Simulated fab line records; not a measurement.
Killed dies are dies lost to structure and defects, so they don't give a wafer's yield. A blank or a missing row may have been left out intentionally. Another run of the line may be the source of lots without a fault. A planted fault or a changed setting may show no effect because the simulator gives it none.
Which tool is to blame? -- flow nand harc -- 13 lots with 39 wafers sampled at 5 steps, on a route of 1159 steps

WHAT EACH GAUGE READ, for each wafer
NHARC_END_SORT_01.
lot,measured,on,defect limited yield (%),killed at array,killed at other,killed at periphery,killed dies,killed open,killed short,sort_bin_2_pct (%),sort_bin_3_pct (%),sort_bin_4_pct (%),sort n pass,sort rim yield pct (%),sort yield pct (%)
L324,day 21 07:49,prober-02,95.3 94.7,29 34,2 0,1 2,32 36,2 4,2 2,1.6 1.6,0.30 0.15,2.8 3.5,645 641,99.1 95.3,95.3 94.7
L326,day 22 07:52,prober-02,95.6 95.7 88.5,30 29 30,0 0 0,0 0 48,30 29 78,0 2 5,0 4 3,1.8 1.6 4.4,0.44 0.15 2.22,2.2 2.5 4.9,647 648 599,99.1 97.2 86.8,95.6 95.7 88.5
L328,day 22 08:41,prober-01,90.4 96.9 96.3,17 17 22,0 1 1,48 3 2,65 21 25,3 5 2,1 2 6,4.0 1.3 0.6,2.07 0.15 0,3.5 1.6 3.1,612 656 652,84.0 99.1 96.2,90.4 96.9 96.3

EACH LOT AND THE TOOL THAT RAN IT (in order: tool; ch and the chambers of the sampled wafers; start)
lot,NHARC_P_M1_PVD_20,NHARC_A_M1_ANNEAL_31,NHARC_A_BONDPAD_CMP_29,NHARC_A_BONDPAD_ANNEAL_28
L317,"pvd sputter-03, day 6 10:17","rtp anneal-01 ch 0, day 18 06:40","cmp-01 ch 1,2,3, day 18 09:25","rtp anneal-01 ch 0, day 18 12:06"
L318,"pvd sputter-02, day 6 10:59","rtp anneal-02 ch 0, day 18 00:14","cmp-03 ch 2,3, day 18 02:06","rtp anneal-02 ch 0, day 18 05:20"
L319,"pvd sputter-01, day 6 11:40","rtp anneal-01 ch 0, day 18 22:46","cmp-03 ch 0,1,3, day 19 00:38","rtp anneal-01 ch 0, day 19 03:17"
L320,"pvd sputter-01, day 6 21:45","rtp anneal-02 ch 0, day 19 12:17","cmp-03 ch 0,2,3, day 19 14:13","rtp anneal-01 ch 0, day 19 17:00"
L321,"pvd sputter-03, day 6 22:31","rtp anneal-01 ch 0, day 18 07:02","cmp-02 ch 1,3, day 18 09:25","rtp anneal-02 ch 0, day 18 12:16"
L324,"pvd sputter-03, day 8 00:59","rtp anneal-02 ch 0, day 19 18:08","cmp-01 ch 0,1, day 19 20:04","rtp anneal-01 ch 0, day 19 23:14"
L327,"pvd sputter-01, day 9 02:58","rtp anneal-01 ch 0, day 21 01:02","cmp-02 ch 0,1,3, day 21 03:07","rtp anneal-01 ch 0, day 21 06:23"
L326,"pvd sputter-03, day 9 08:14","rtp anneal-01 ch 0, day 20 19:14","cmp-02 ch 0,1, day 20 21:13","rtp anneal-02 ch 0, day 21 00:00"
L328,"pvd sputter-03, day 9 10:32","rtp anneal-02 ch 0, day 20 22:20","cmp-01 ch 0,3, day 21 00:13","rtp anneal-02 ch 0, day 21 03:04"
L333,"pvd sputter-01, day 10 07:00","rtp anneal-02 ch 0, day 21 23:50","cmp-03 ch 0,1,3, day 22 01:49","rtp anneal-02 ch 0, day 22 04:52"
L335,"pvd sputter-02, day 10 09:47","rtp anneal-02 ch 0, day 21 23:37","cmp-02 ch 1,2,3, day 22 01:34","rtp anneal-02 ch 0, day 22 04:40"
L337,"pvd sputter-02, day 11 09:44","rtp anneal-01 ch 0, day 22 13:18","cmp-02 ch 0,1,3, day 22 15:19","rtp anneal-01 ch 0, day 22 18:01"
L336,"pvd sputter-01, day 11 10:34","rtp anneal-02 ch 0, day 23 03:39","cmp-03 ch 0,1,2, day 23 05:34","rtp anneal-02 ch 0, day 23 08:17"
- NHARC_P_M1_PVD_20: deposits TaN, target thk 5 nm, time 8.06 s.
- NHARC_A_M1_ANNEAL_31: time 90 s.
- NHARC_A_BONDPAD_CMP_29: polishes SiCN, target thk 200 nm.
- NHARC_A_BONDPAD_ANNEAL_28: time 90 s.

WHAT THE TOOLS THEMSELVES READ (means of the sampled wafers that have a number; where no wafer has one, the mark that the record gives instead)
NHARC_P_M1_PVD_20.
lot,tool,throttle valve pct (%)
L317,pvd sputter-03,30.6
L318,pvd sputter-02,30.3
L319,pvd sputter-01,30.1
L320,pvd sputter-01,30.7
L321,pvd sputter-03,30.5
L324,pvd sputter-03,29.5
L327,pvd sputter-01,29.3
L326,pvd sputter-03,30.1
L328,pvd sputter-03,30.0
L333,pvd sputter-01,29.3
L335,pvd sputter-02,31.1
L337,pvd sputter-02,30.9
L336,pvd sputter-01,27.9

NHARC_A_M1_ANNEAL_31.
lot,tool,wafer_temp_C_max
L317,rtp anneal-01,226.16
L318,rtp anneal-02,226.16
L319,rtp anneal-01,225.97
L320,rtp anneal-02,226.16
L321,rtp anneal-01,226.24
L324,rtp anneal-02,226.00
L327,rtp anneal-01,226.10
L326,rtp anneal-01,225.79
L328,rtp anneal-02,226.23
L333,rtp anneal-02,225.97
L335,rtp anneal-02,226.02
L337,rtp anneal-01,226.42
L336,rtp anneal-02,225.94

NHARC_A_BONDPAD_CMP_29.
lot,tool,motor current A (A)
L317,cmp-01,12.1
L318,cmp-03,11.8
L319,cmp-03,11.5
L320,cmp-03,11.7
L321,cmp-02,11.3
L324,cmp-01,13.2
L327,cmp-02,11.0
L326,cmp-02,11.3
L328,cmp-01,12.4
L333,cmp-03,11.2
L335,cmp-02,11.3
L337,cmp-02,11.2
L336,cmp-03,11.0

NHARC_A_BONDPAD_ANNEAL_28.
lot,tool,wafer_temp_C_max
L317,rtp anneal-01,226.21
L318,rtp anneal-02,226.10
L319,rtp anneal-01,226.40
L320,rtp anneal-01,226.27
L321,rtp anneal-02,226.14
L324,rtp anneal-01,226.02
L327,rtp anneal-01,226.14
L326,rtp anneal-02,225.98
L328,rtp anneal-02,225.72
L333,rtp anneal-02,226.10
L335,rtp anneal-02,226.09
L337,rtp anneal-01,226.40
L336,rtp anneal-02,226.12

THE ANSWER, worked out from the rows above alone
Rule: the lots themselves supply what counts as usual. Put in order of their means at a reading, lots are off if they are a third of the lots or fewer, leave a main group of 4 or more, and stand apart from it by a gap of 3 or more times the standard deviation of the main group's means; of several such gaps the widest counts. A main group whose means are all the same, to the digits that the tables above print for the reading, isn't used. A lot without any number at a reading at which 4 lots or more have one is off too. The other lots that the step has rows for count as sound. First the gauges in route order, then the tools' own readings, where a lot's mean is used as printed above. At the first step where some lot is off, the reading lying furthest off is the one used; lots without a number count as furthest.
No lot is off at any reading shown: from this, nothing can be told.

WHAT HAD BEEN PUT IN BY THE SIMULATOR
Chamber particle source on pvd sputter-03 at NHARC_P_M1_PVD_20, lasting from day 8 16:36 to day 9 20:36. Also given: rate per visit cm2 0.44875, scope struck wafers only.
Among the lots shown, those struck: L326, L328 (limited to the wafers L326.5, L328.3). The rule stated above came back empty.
